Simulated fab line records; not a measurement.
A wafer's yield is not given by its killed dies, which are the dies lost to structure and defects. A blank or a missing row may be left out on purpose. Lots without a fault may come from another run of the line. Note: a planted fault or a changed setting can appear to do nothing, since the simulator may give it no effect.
A struck lot beside a sound one ; flow n5-finfet ; 16 steps out of a route of 1938
Sound: wafers L472.1, L472.4, L472.5. Wafers L470.2, L470.4, L470.5 were the ones struck. The cause is given at the end.
Each step with rows lists, per side, the tool, then ch with its chambers, then its first start. Under that, the readings that differ: sound wafers ; struck wafers ; difference of the means ; sigmas: that difference in standard deviations of wafers without a fault.
alike: same words and numbers on both sides, and readings whose means sit less than 2 such deviations apart. not compared: any withheld reading, any reading some wafer has no value for, any bound like >300 that may hide the same value, and any number with overlapping values for which the record gives no deviation.
The two part at a step that has a row with sigmas, a row that says differs or no value, or rows on one side only. Numbers that don't overlap but have no deviation are shown without sigmas and don't part them. A reading that every wafer of one side lacks parts them only if that side has two wafers or more.

first, 9 steps without rows for these wafers: N5_SDB_COAT_04 (time 60 s, resist thk 18 nm); N5_SDB_COAT_05 (resist thk 90 nm); N5_SDB_EBR_07; N5_SDB_SOFTBAKE_06 (time 60 s); N5_SDB_EXPOSE_08 (exposes mask SDB); N5_SDB_PEB_09 (peb time 60 s); N5_SDB_DEVELOP_10 (develop time 30 s); N5_SDB_DESCUM_16 (chemistry O2, time 7.9 s); N5_SDB_ETCH_17 (etches SiARC in CF4, target depth 23.4 nm, time 39 s).
N5_SDB_ETCH_18: etches SOC in N2/H2, target depth 100 nm, overetch 20 nm, time 150 s.
  sound on rie-diel-04 ch 0,2,3, day 9 00:47; struck on rie-diel-04 ch 0,1, day 8 13:28
  no value came back on the struck wafers for any of 7 readings (bias-w (W), chamber-pressure-mTorr (mTorr) and others); on the sound wafers bias-w (W) reads 149.0 150.3 149.8
reading;sound;struck;difference;sigmas
model.CAR-ArF_of_SDB_COAT_05.thk-nm (nm);0 0 0;67.2 66.8 67.2;+67.1;
model.SiARC_of_SDB_COAT_04.thk-nm (nm);12.8 12.8 12.6;18 18 18;+5;
  not compared: rf-hours-counter-h
then, 2 steps without rows for these wafers: N5_SDB_STRIP_19 (strips in N2/H2); N5_SDB_STRIP_21 (strips in CF4).
N5_SDB_HM_OPEN_20: chemistry CH3F/O2, target SiNx, stops on poly-Si, target depth 24 nm.
  sound on rie-diel-04 ch 0,2,3, day 9 00:56; struck on rie-diel-04 ch 0,1, day 8 13:37
reading;sound;struck;difference;sigmas
oes-product-au (a.u.);0.70 0.59 0.71;0.26 0.33 0.33;-0.36;-5
  alike: CH3F_flow_sccm, drypump-motor-current-A, oes_o_777_au, rf-vpp-V, showerhead-plenum-p-Torr, throttle-valve-pct
  not compared: rf-hours-counter-h
then, 1 step without rows for these wafers: N5_SDB_STRIP_22 (strips in N2/H2).
N5_BEOL_M4_RC_MEAS_101:
  the record has rows for the sound wafers here (prober-02 ch 0, day 13 20:00) and none for the struck ones
-- the record jumps here: 9 days lie between the struck wafers' starts before and after (it left off in module BEOL_M4 and takes up again in module PASSIVATION, whose first step shown is number 1936 of the route) --
N5_PASSIVATION_PROBE_49:
  record: rows for the struck wafers here (prober-01, day 17 02:47), none for the sound ones

## WHERE THEY PART
Earliest at N5_SDB_ETCH_18; latest, in this record, at N5_PASSIVATION_PROBE_49.

WHY: what had been put in by the simulator
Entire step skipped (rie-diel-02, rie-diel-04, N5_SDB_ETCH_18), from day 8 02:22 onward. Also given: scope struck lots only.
